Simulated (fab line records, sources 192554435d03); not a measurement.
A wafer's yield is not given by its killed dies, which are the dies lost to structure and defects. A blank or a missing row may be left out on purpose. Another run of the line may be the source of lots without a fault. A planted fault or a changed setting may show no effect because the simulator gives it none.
fab line records	flow n5-finfet
record lots=12	wafers=35	last-day=16
route steps=1938 shown SDB@363 MIM_BOT_LITHO@1862 PASSIVATION@1910
lots with no fault: from the same line, run without faults
start-h: hours from the record's first day to the start of the lot's first wafer shown	wait-h: time in hours since the lot's previous step	" the same as in the row above	L1.1+2: one row covering several wafers at once	- no value present, or no start provided	* or withheld: withheld	< > ~ a bound
route shown NAME@n: a module of which the file shows steps, and the number in the route of the first	usual: the fault-free wafers' mean and standard deviation	same: alike in all rows	chamber/n: place in a boat	sites: per-site readings	_std_site: the values' standard deviation	_edge_site: inner sites' mean taken away from outer sites' mean	radius-mm: for every site, how far away it sits from the centre of the wafer	mask NAME#n: copy n	behind: tool/chamber where the wafer was last shaped	hold: cause of the lot's hold/its duration in hours/its outcome	device: whichever transistor did not switch (one of n, p or np)	end of line: tests of these same wafers at the route's end	a step without rows: its recipe alone	killed: not the wafer's yield, but the dies lost to structure and defects at the first sort	map: the dies of a wafer, with x for killed, . for not killed, _ for no die there
set.NAME: setting as actually run; set.NAME@STEP: the setting as run at that earlier step	model.NAME: the simulator's own value behind a step, which no gauge read
steps of the route over a sample of lots; a table a step, a row a wafer
services: the hour from which a tool's chamber was out of use, counted from the record's first day as start-h (under 0 if before that day), plus the number of hours and why
## steps
# step N5_SDB_STRIP_21
# recipe chemistry=CF4	resist=SiARC	power-w=300	bias-power-w=75	pressure-mtorr=50	cf4-flow-sccm=150	rf-frequency-hz=6e+07
# usual drypump-motor-current-A=5.6/0.38	oes-product-au=0.78/0.089	rf-vpp-V=270.8/1.2	showerhead-plenum-p-Torr=1.78/0.041	throttle-valve-pct=13.52/0.3
lot.wafer	tool	chamber	start-h	wait-h	drypump-motor-current-A	oes-product-au	rf-hours-counter-h	rf-vpp-V	showerhead-plenum-p-Torr	throttle-valve-pct
L524.1	rie-diel-04	3	84.50	0.0	4.9	0.78	139	271.2	1.72	13.58
L524.4	"	3	"	"	4.9	0.79	-	268.6	1.72	13.59
L524.5	"	0	"	"	6.1	0.73	-	272.0	1.78	13.70
L525.1	rie-diel-01	2	92.14	0.0	5.9	0.67	236	269.3	1.77	13.75
L525.2	"	0	"	"	5.7	0.74	182	270.3	1.73	13.71
L525.3	"	1	"	"	5.7	0.87	26	271.9	1.83	12.99
L526.2	rie-diel-01	3	97.65	0.0	5.3	0.72	157	271.4	1.85	13.56
L526.4	"	1	"	"	5.7	0.88	29	271.1	1.83	12.99
L526.6	"	1	"	"	5.8	0.88	-	272.1	1.83	12.99
L527.2	rie-diel-03	2	102.26	0.0	5.6	0.98	2	271.2	1.83	12.99
L527.4	"	1	"	"	5.1	0.67	246	272.4	1.81	13.79
L527.5	"	3	"	"	5.4	0.70	-	272.7	1.76	13.96
L529.1	rie-diel-04	0	114.39	0.0	6.0	0.72	209	270.1	1.78	13.70
L529.4	"	3	"	"	4.9	0.78	143	269.9	1.72	13.59
L529.5	"	3	"	"	4.9	0.78	-	269.7	1.72	13.60
L530.1	rie-diel-04	3	121.57	0.0	4.9	0.77	146	270.4	1.72	13.60
L530.5	"	3	"	"	4.9	0.77	-	268.7	1.72	13.59
L531.1	rie-diel-01	3	125.43	0.0	5.3	0.71	167	271.9	1.85	13.57
L531.2	"	2	"	"	5.9	0.66	249	269.8	1.77	13.78
L531.5	"	0	"	"	5.8	0.73	-	267.8	1.73	13.74
L532.3	rie-diel-04	2	138.51	0.0	5.5	0.83	45	270.2	1.75	13.24
L532.4	"	0	"	"	6.1	0.71	218	271.3	1.77	13.74
L532.5	"	0	"	"	6.0	0.71	-	270.9	1.77	13.74
L533.3	rie-diel-04	0	143.73	0.0	6.1	0.72	220	271.4	1.77	13.74
L533.4	"	2	"	"	5.5	0.83	46	269.4	1.75	13.24
L533.6	"	2	"	"	5.5	0.82	-	270.1	1.75	13.23
L534.1	rie-diel-03	2	145.34	0.0	5.7	0.92	19	270.6	1.83	13.04
L534.4	"	1	"	"	5.1	0.94	2	271.7	1.81	13.23
L534.6	"	1	"	"	5.1	0.94	-	271.7	1.81	13.21
L535.1	rie-diel-01	1	151.73	0.0	5.8	0.83	51	272.1	1.82	13.05
L535.4	"	0	"	"	5.7	0.72	-	270.6	1.73	13.76
L535.5	"	3	"	"	5.3	0.70	-	272.1	1.85	13.61
L537.2	rie-diel-04	1	160.19	0.0	5.4	0.90	20	271.0	1.75	13.38
L537.3	"	2	"	"	5.5	0.82	51	270.4	1.75	13.26
L537.6	"	3	"	"	4.9	0.77	-	271.4	1.72	13.62
# step N5_MIM_BOT_LITHO_CD_MEAS_08
# recipe target-cd-nm=3000	landing-energy-ev=500	detector=se-inlens	polarity=opening
# usual cd-nm=2999.7/1.8
lot.wafer	tool	chamber	start-h	wait-h	cd-nm
L524.1	cd-sem-01	0	288.52	-	2999.6
L524.4	"	0	"	"	2999.8
L524.5	"	0	"	"	2999.0
L525.1	cd-sem-03	0	298.20	-	3002.4
L525.2	"	0	"	"	3000.4
L525.3	"	0	"	"	3003.2
L527.2	cd-sem-01	0	303.26	-	2999.6
L527.4	"	0	"	"	2997.7
L527.5	"	0	"	"	2999.6
L526.2	cd-sem-03	0	310.94	-	3000.2
L526.4	"	0	"	"	2996.6
L526.6	"	0	"	"	3001.0
L529.1	cd-sem-03	0	313.24	-	2999.8
L529.4	"	0	"	"	3002.7
L529.5	"	0	"	"	3002.4
L530.1	cd-sem-03	0	315.11	-	3000.4
L530.5	"	0	"	"	3000.0
L531.1	cd-sem-01	0	323.56	-	3000.4
L531.2	"	0	"	"	3003.0
L531.5	"	0	"	"	3002.7
L532.3	cd-sem-02	0	341.75	-	3000.9
L532.4	"	0	"	"	3000.1
L532.5	"	0	"	"	2997.8
L533.3	cd-sem-01	0	342.04	-	3000.3
L533.4	"	0	"	"	2998.6
L533.6	"	0	"	"	2998.2
L534.1	cd-sem-03	0	342.24	-	2997.9
L534.4	"	0	"	"	3000.6
L534.6	"	0	"	"	3001.0
L537.2	cd-sem-01	0	369.70	-	2998.0
L537.3	"	0	"	"	2998.2
L537.6	"	0	"	"	3001.1
L535.1	cd-sem-03	0	370.42	-	2996.6
L535.4	"	0	"	"	2998.9
L535.5	"	0	"	"	2998.2
# step N5_PASSIVATION_ETCH_59
# recipe chemistry=Cl2/BCl3	target=TaN	target-depth-a=650	time-s=34.9	ion-energy-ev=100	pressure-mtorr=10	icp-w=900	bias-w=100	Cl2_flow_sccm=60	bcl3-flow-sccm=30
# usual bias-w=100.0/0.31	drypump-motor-current-A=5.7/0.44	oes-product-au=0.82/0.068	throttle-valve-pct=20.70/0.19
lot.wafer	tool	chamber	start-h	wait-h	bias-w	drypump-motor-current-A	oes-product-au	rf-hours-counter-h	throttle-valve-pct
L524.1	rie-metal-01	1	292.88	0.3	100.3	5.3	0.78	49	20.95
L524.4	"	0	"	"	100.1	5.8	0.82	-	20.51
L524.5	"	0	"	"	100.0	5.8	0.82	-	20.51
L525.1	rie-metal-02	0	302.32	0.3	99.3	5.9	0.80	27	20.54
L525.2	"	1	"	"	100.4	5.0	0.76	46	20.61
L525.3	"	0	"	"	99.7	5.9	0.80	-	20.53
L527.2	rie-metal-03	1	310.26	0.3	99.8	6.2	0.88	10	20.99
L527.4	"	0	"	"	100.4	6.2	0.96	-	20.65
L527.5	"	0	"	"	100.1	6.2	0.94	-	20.66
L526.2	rie-metal-02	0	315.93	0.3	99.9	5.9	0.79	29	20.55
L526.4	"	1	"	"	99.7	5.0	0.75	-	20.63
L526.6	"	1	"	"	99.7	5.0	0.75	-	20.62
L529.1	rie-metal-01	0	318.21	0.3	99.9	5.8	0.82	34	20.50
L529.4	"	1	"	"	99.9	5.3	0.76	-	20.96
L529.5	"	0	"	"	99.9	5.7	0.82	-	20.48
L530.1	rie-metal-01	0	319.40	0.5	100.6	5.8	0.82	34	20.51
L530.5	"	0	"	"	100.5	5.8	0.81	-	20.49
L531.1	rie-metal-02	0	328.86	0.3	99.5	5.9	0.79	30	20.54
L531.2	"	1	"	"	100.2	5.0	0.75	49	20.64
L531.5	"	1	"	"	99.9	5.0	0.74	-	20.64
L534.1	rie-metal-01	1	348.65	0.3	99.4	5.3	0.76	53	20.95
L534.4	"	1	"	"	99.7	5.2	0.76	-	20.97
L534.6	"	0	"	"	100.2	5.8	0.80	-	20.52
L532.3	rie-metal-03	1	348.75	0.2	99.5	6.2	0.87	-	20.98
L532.4	"	0	"	"	99.9	6.2	0.90	-	20.66
L532.5	"	0	"	"	99.5	6.2	0.91	-	20.66
L533.3	rie-metal-03	1	349.57	0.2	100.1	6.2	0.86	-	20.97
L533.4	"	0	"	"	99.7	6.2	0.92	-	20.67
L533.6	"	1	"	"	100.0	6.2	0.87	-	20.95
L537.2	rie-metal-01	1	373.97	0.3	99.7	5.3	0.76	55	20.95
L537.3	"	1	"	"	100.1	5.3	0.76	-	20.95
L537.6	"	1	"	"	99.8	5.3	0.76	-	20.95
L535.1	rie-metal-01	0	379.13	0.3	100.1	5.8	0.81	40	20.51
L535.4	"	1	"	"	99.9	5.3	0.76	-	20.95
L535.5	"	0	"	"	100.1	5.8	0.79	-	20.53
# step N5_PASSIVATION_PROBE_49
# usual defect-limited-yield=91.1/1.4	killed_at_M0_to_M3=36/9.9	killed_at_M4_up=13/5.8	killed-at-contacts=14/5.9	killed-at-front-end=39/11	killed-at-other=3.4/2.9	killed-dies=105/17	killed-open=70/13	killed-short=34/7.3	sort_bin_4_leakage=0.00/0.0072	sort_bin_5_function=5.3/1	sort_bin_6_memory=3.3/0.62	sort_bin_8_speed=0.01/0.057	sort-n-pass=1075/17
# same gross-dies=1180	killed-at-back-side=0
lot.wafer	tool	chamber	start-h	wait-h	defect-limited-yield[%]	killed_at_M0_to_M3	killed_at_M4_up	killed-at-contacts	killed-at-front-end	killed-at-other	killed-dies	killed-open	killed-short	sort_bin_4_leakage[%]	sort_bin_5_function[%]	sort_bin_6_memory[%]	sort_bin_8_speed[%]	sort-n-pass
L524.1	prober-01	-	297.32	0.0	90.3	36	5	17	54	3	115	77	38	0	5.3	4.3	0	1065
L524.4	prober-01	-	297.47	0.2	92.7	29	6	14	37	0	86	61	25	0	4.7	2.3	0	1094
L524.5	prober-01	-	297.52	0.2	91.8	44	5	6	41	1	97	67	30	0	4.7	3.1	0	1083
L530.1	prober-01	-	323.79	0.0	91.8	44	9	9	28	7	97	59	37	0	5.5	2.6	0	1083
L530.5	prober-01	-	323.99	0.2	94.4	32	4	1	24	5	66	48	18	0	3.4	1.9	0	1114
L533.3	prober-02	-	355.19	0.1	83.3	33	7	12	143	2	197	65	23	0	9.9	4.2	0	983
L533.4	prober-02	-	355.24	0.2	80.1	30	13	7	183	2	235	57	32	0	11.9	4.2	0	945
L533.6	prober-02	-	355.34	0.3	81.7	23	9	4	178	2	216	46	28	0	10.7	4.6	0	964
L537.2	prober-01	-	379.13	0.1	78.6	42	12	15	183	0	252	68	29	0	13.9	3.7	0	928
L537.3	prober-01	-	379.18	0.1	77.8	49	16	15	181	1	262	83	36	0	14.3	4.3	0	918
L537.6	prober-01	-	379.33	0.3	78.1	43	12	25	179	0	259	72	38	0	14.2	4.5	0	921
L535.1	prober-02	-	384.58	0.0	91.9	30	11	11	40	3	95	70	25	0	5.3	2.8	0	1085
L535.4	prober-02	-	384.73	0.2	91.5	35	12	18	31	4	100	70	30	0	4.7	3.3	0	1080
L535.5	prober-02	-	384.78	0.2	91.1	44	11	14	31	5	105	73	30	0	4.8	3.8	0	1075
# killed by level:class
L524.1 STI_FIN_REVEAL:geometric-particle:open=21 MOL_CONTACT_COAG:geometric-particle:open=15 BEOL_M3:geometric-particle:open=8 FIN_SAQP:geometric-particle:open=7 BEOL_M1:geometric-particle:open=7 FIN_SAQP:geometric-particle:short=6 BEOL_M3:geometric-particle:short=5 DUMMY_GATE:geometric-particle:open=4
L524.4 MOL_CONTACT_COAG:geometric-particle:open=12 BEOL_M3:geometric-particle:open=11 FIN_SAQP:geometric-particle:open=9 FIN_SAQP:geometric-particle:short=7 STI_FIN_REVEAL:geometric-particle:open=6 BEOL_M0_SAQP:geometric-particle:open=5 BEOL_M0_SAQP:geometric-particle:short=5 FIN_CUT:geometric-particle:short=3
L524.5 BEOL_M1:geometric-particle:open=10 BEOL_M3:geometric-particle:open=9 FIN_SAQP:geometric-particle:open=8 BEOL_M2:geometric-particle:open=7 BEOL_M0_SAQP:geometric-particle:short=7 BEOL_M0_SAQP:geometric-particle:open=7 FIN_SAQP:geometric-particle:short=5 STI_FIN_REVEAL:geometric-particle:open=5
L530.1 BEOL_M0_SAQP:geometric-particle:open=8 BEOL_M0_SAQP:geometric-particle:short=7 BEOL_M1:geometric-particle:open=6 MOL_CONTACT_COAG:geometric-particle:open=6 BEOL_M0:geometric-particle:open=6 BEOL_M2:geometric-particle:open=6 BEOL_M3:geometric-particle:open=5 STARTING-WAFER:geometric-particle:short=5
L530.5 BEOL_M2:geometric-particle:open=18 FIN_SAQP:geometric-particle:short=4 FIN_SAQP:geometric-particle:open=4 STI_FIN_REVEAL:geometric-particle:open=4 BEOL_M1:geometric-particle:open=4 ILD0:geometric-particle:open=3 ILD0:geometric-particle:short=3 GATE_CUT:geometric-particle:open=2
L533.3 SDB:unspecified=108 STI_FIN_REVEAL:geometric-particle:open=16 BEOL_M0_SAQP:geometric-particle:open=13 MOL_CONTACT_COAG:geometric-particle:open=10 FIN_SAQP:geometric-particle:open=8 BEOL_M0_SAQP:geometric-particle:short=7 BEOL_M2:geometric-particle:open=5 GATE_CUT:geometric-particle:short=4
L533.4 SDB:unspecified=145 BEOL_M0_SAQP:geometric-particle:open=15 BEOL_M4:geometric-particle:open=9 FIN_SAQP:geometric-particle:short=8 BEOL_M0_SAQP:geometric-particle:short=7 FIN_SAQP:geometric-particle:open=6 STI_FIN_REVEAL:geometric-particle:open=6 GATE_CUT:geometric-particle:short=5
L533.6 SDB:unspecified=142 BEOL_M0_SAQP:geometric-particle:open=11 STI_FIN_REVEAL:geometric-particle:open=10 FIN_SAQP:geometric-particle:short=9 BEOL_M0_SAQP:geometric-particle:short=7 FIN_SAQP:geometric-particle:open=4 GATE_CUT:geometric-particle:short=4 MOL_CONTACT_COAG:geometric-particle:open=4
L537.2 SDB:unspecified=143 MOL_CONTACT_COAG:geometric-particle:open=15 BEOL_M2:geometric-particle:open=13 HKMG_FIN:area-etch=12 STI_FIN_REVEAL:geometric-particle:open=9 BEOL_M0_SAQP:geometric-particle:short=9 FIN_SAQP:geometric-particle:short=7 BEOL_M0_SAQP:geometric-particle:open=5
L537.3 SDB:unspecified=142 BEOL_M2:geometric-particle:open=16 STI_FIN_REVEAL:geometric-particle:open=15 MOL_CONTACT_COAG:geometric-particle:open=14 BEOL_M0_SAQP:geometric-particle:open=12 BEOL_M0_SAQP:geometric-particle:short=11 BEOL_M4:geometric-particle:open=5 FIN_SAQP:geometric-particle:short=5
L537.6 SDB:unspecified=148 MOL_CONTACT_COAG:geometric-particle:open=21 BEOL_M0_SAQP:geometric-particle:short=14 STI_FIN_REVEAL:geometric-particle:open=11 BEOL_M0_SAQP:geometric-particle:open=10 BEOL_M2:geometric-particle:open=9 GATE_CUT:geometric-particle:short=5 FIN_SAQP:geometric-particle:short=4
L535.1 MOL_CONTACT_COAG:geometric-particle:open=10 FIN_SAQP:geometric-particle:open=9 DUMMY_GATE:geometric-particle:open=9 BEOL_M2:geometric-particle:open=9 BEOL_M0_SAQP:geometric-particle:short=7 STI_FIN_REVEAL:geometric-particle:open=7 BEOL_M0_SAQP:geometric-particle:open=7 FIN_SAQP:geometric-particle:short=5
L535.4 MOL_CONTACT_COAG:geometric-particle:open=16 DUMMY_GATE:geometric-particle:open=13 BEOL_M0_SAQP:geometric-particle:short=8 BEOL_M3:geometric-particle:open=7 BEOL_M0_SAQP:geometric-particle:open=6 STI_FIN_REVEAL:geometric-particle:open=5 BEOL_M2:geometric-particle:open=5 BEOL_M1:geometric-particle:open=4
L535.5 MOL_CONTACT_COAG:geometric-particle:open=13 BEOL_M2:geometric-particle:open=13 BEOL_M0_SAQP:geometric-particle:open=9 BEOL_M3:geometric-particle:open=8 BEOL_M0_SAQP:geometric-particle:short=8 FIN_SAQP:geometric-particle:open=7 STARTING-WAFER:geometric-particle:open=5 BEOL_M4:geometric-particle:open=4
## services
tool	chamber	start-h	hours	kind
rie-diel-04	1	65.99	7.4	repair
rie-diel-04	2	76.84	9.3	repair
rie-metal-01	-	86.54	1.4	repair
rie-diel-04	1	87.21	-	clean
rie-diel-04	1	87.21	-	consumable-replace:focus-ring
rie-diel-04	1	87.21	17.0	scheduled-down
rie-diel-04	1	87.21	17.0	vent-cycle
rie-diel-01	3	88.38	7.8	repair
rie-diel-04	3	90.75	21.3	repair
rie-metal-03	-	99.43	1.4	pm
rie-diel-01	0	134.94	7.9	repair
rie-metal-02	-	141.79	1.4	pm
rie-diel-03	1	188.21	2.4	repair
rie-diel-01	1	202.82	3.8	repair
rie-metal-02	-	212.04	0.4	repair
rie-diel-04	3	218.89	32.8	repair
rie-diel-01	-	236.60	0.2	repair
rie-diel-04	0	251.90	-	clean
rie-diel-04	0	251.90	-	consumable-replace:focus-ring
rie-metal-02	-	286.09	2.8	pm
rie-metal-03	1	301.29	4.4	repair
rie-diel-03	1	362.98	15.7	repair
rie-metal-02	1	364.99	7.1	repair
rie-diel-03	-	375.35	15.6	pm
## key
first-sign step=N5_PASSIVATION_PROBE_49	reading=killed-at-front-end	direction=up	sigmas=13	usual=39	struck=174
effect step=N5_PASSIVATION_PROBE_49	reading=defect-limited-yield	direction=down	sigmas=7.8	usual=91.1	struck=79.9
more-kills-born-at N5_SDB_STRIP_21@rie-diel-04=828
met-at N5_SDB_STRIP_21
struck-lots L533,L537
baseline-loss step=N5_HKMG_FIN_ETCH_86	wafers=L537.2
not-acting-at N5_MIM_BOT_LITHO_CD_MEAS_08,N5_PASSIVATION_ETCH_59
onset-between 138.51 143.73
fault kind=chamber-particle-source	tool=rie-diel-04	chamber=-	onset-h=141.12	steps=N5_SDB_STRIP_21	rate-per-visit-cm2=1.3377	end-h=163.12
# baseline-loss: these wafers lose ten dies or more at that step, a loss of the line's own and not of a fault; the sort's usual values leave them out
